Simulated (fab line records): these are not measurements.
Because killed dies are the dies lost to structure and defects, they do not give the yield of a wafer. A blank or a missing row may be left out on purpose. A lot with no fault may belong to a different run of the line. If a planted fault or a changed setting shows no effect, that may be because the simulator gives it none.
Code-filled problem report in 8D (eight disciplines) form	flow nandHarc	the parts of the form that need people (team, actions taken, sign-off) are left out

## 1. THE PROBLEM
killedAtArray at NHARC_END_SORT_01 reads a mean of 120 on 6 wafers of 2 lots; wafers without a fault read 29 with a standard deviation of 10. That puts it +9.1 standard deviations away from the usual mean.
Earliest sighting: wafer L166.1 on prober-02 at day 23 15:43. The record has a number at this step for 9 wafers belonging to 3 lots. Rule for "out" (also "out of limits"): further than 4 standard deviations from the usual mean. All remaining wafers that have a number are taken as sound.

## 2. WHAT IT IS; WHAT IT IS NOT
question	is	is not
which readings at this step	killedAtArray, killedDies	killedAtPeriphery, killedOpen, killedShort
which lots	L166, L169	L157
which wafers of those lots	all that have a number	-
read on which gauges	prober-01, prober-02	-
when	from day 23 15:43	up to then (3 sound wafers)

## 3. THE SUSPECTS, EACH WITH WHAT RULES IT OUT
Counting: a tool stays on the suspect list if, at a process step up to the reading, it processed all lots that are out and no sound lot following the first of them.
- ruled out: the gauge at NHARC_END_SORT_01. 2 gauges (prober-01, prober-02) read the wafers that are out.
- rieDiel-05 at NHARC_A_CONTACT_ETCH_31 (etches the open film in O2/COS, target depth 2000 nm, time 520 s): kept. It ran every lot that is out, first L166 (day 20 21:02), and no sound lot after that.
- rieDiel-13 at NHARC_HYBRID_BOND_ACTIVATE_00 (chemistry N2, time 60 s): kept. All lots that are out passed through it, beginning with L166 at day 22 06:08, and no sound lot followed; its final sound lot before that point was L157 at day 20 10:06.
- cmp-03 at NHARC_THIN_TSV_CMP_21 (polishes, t overpolish 30 s, target thk 2000 nm): kept. It ran every lot that is out, first L166 (day 23 00:38), and no sound lot after that.
Still standing after the count: rieDiel-05 at NHARC_A_CONTACT_ETCH_31, rieDiel-13 at NHARC_HYBRID_BOND_ACTIVATE_00, cmp-03 at NHARC_THIN_TSV_CMP_21.

## 4. THE CAUSE (what the simulator had put in)
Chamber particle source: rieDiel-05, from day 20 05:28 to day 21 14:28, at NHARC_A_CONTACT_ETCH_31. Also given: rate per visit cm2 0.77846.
Of the 3 suspects that counting leaves, this tool is one.

## 5. THE CHAIN OF EFFECTS, in route order
Rows list readings where the struck wafers' mean (over those with a number) sits beyond 3 standard deviations from the usual. Readings are gone through only where the record gives a usual standard deviation; hours: the median, over the lots, of the time from a lot's start at the first step in this table giving one to that lot's start at this step; sigmas: the change measured in usual standard deviations.
hours	step	reading	usual	on struck wafers	change	sigmas
0	NHARC_END_SORT_01	killedAtArray	29	120	+91	+9.1
0	NHARC_END_SORT_01	killedDies	33	124	+91	+9.1

## 6. WHAT WOULD HAVE CAUGHT IT SOONER
In this record the first reading out of limits at a measuring or inspecting step was taken at day 23 15:43, 82 hours after the fault began at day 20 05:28.
An alarm limit of 4 standard deviations would not have fired on the tool readings at NHARC_A_CONTACT_ETCH_31 for which the record gives a usual standard deviation, since none of them was out on any struck wafer.
Lots out: 2; all had begun NHARC_A_CONTACT_ETCH_31 on rieDiel-05 by day 23 15:43. None of them would have been spared by holding the tool at that moment.
